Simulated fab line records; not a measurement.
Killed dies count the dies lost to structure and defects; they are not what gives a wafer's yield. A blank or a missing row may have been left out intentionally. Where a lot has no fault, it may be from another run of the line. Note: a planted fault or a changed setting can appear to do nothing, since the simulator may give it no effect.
Chamber matching || flow nand harc || 4 sister chambers for NHARC_P_GATE_ETCH_104 on rie diel-03
The step etches the open film in CF4/CHF3, target depth 60 nm. 4 wafers are shown with their chamber, then 9 later ones without.

WAFERS WITH THEIR CHAMBER
{"wafer": "L085.1", "chamber": 2, "drypump motor current A (A)": 5.92}
{"wafer": "L087.2", "chamber": 0, "drypump motor current A (A)": 6.08}
{"wafer": "L087.3", "chamber": 3, "drypump motor current A (A)": 6.18}
{"wafer": "L087.4", "chamber": 1, "drypump motor current A (A)": 6.37}

WAFERS WHOSE CHAMBER IS MISSING
{"wafer": "L090.1", "drypump motor current A (A)": 6.15}
{"wafer": "L090.2", "drypump motor current A (A)": 5.88}
{"wafer": "L090.4", "drypump motor current A (A)": 6.37}
{"wafer": "L092.2", "drypump motor current A (A)": 6.08}
{"wafer": "L092.4", "drypump motor current A (A)": 5.89}
{"wafer": "L092.5", "drypump motor current A (A)": 5.91}
{"wafer": "L094.1", "drypump motor current A (A)": 6.06}
{"wafer": "L094.3", "drypump motor current A (A)": 5.92}
{"wafer": "L094.5", "drypump motor current A (A)": 6.17}

THE CHAMBER EACH PASSED THROUGH
{"wafer": "L090.1", "from the rows above": "can't be placed: 3 or 0", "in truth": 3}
{"wafer": "L090.2", "from the rows above": 2, "in truth": 2}
{"wafer": "L090.4", "from the rows above": 1, "in truth": 1}
{"wafer": "L092.2", "from the rows above": 0, "in truth": 0}
{"wafer": "L092.4", "from the rows above": 2, "in truth": 2}
{"wafer": "L092.5", "from the rows above": 2, "in truth": 2}
{"wafer": "L094.1", "from the rows above": 0, "in truth": 0}
{"wafer": "L094.3", "from the rows above": 2, "in truth": 2}
{"wafer": "L094.5", "from the rows above": 3, "in truth": 3}
Correctly placed: 8 of 9. Not placeable from these rows: 1 (in 1, the candidates include the true chamber). 0 placed wrongly.
How it was worked out, from the rows above alone: a wafer's distance from a chamber is the root of the sum, over the readings, of the square of ((its reading less the chamber's mean) divided by the reading's scatter). If the next closest chamber is less than 2 further off than the closest, the wafer can't be placed; otherwise it belongs to the closest. The mean given for a chamber averages the wafers shown for that chamber. The scatter (one wafer shown for each chamber): square how far every hidden wafer sits from the nearest shown wafer, average those squares and take the square root.
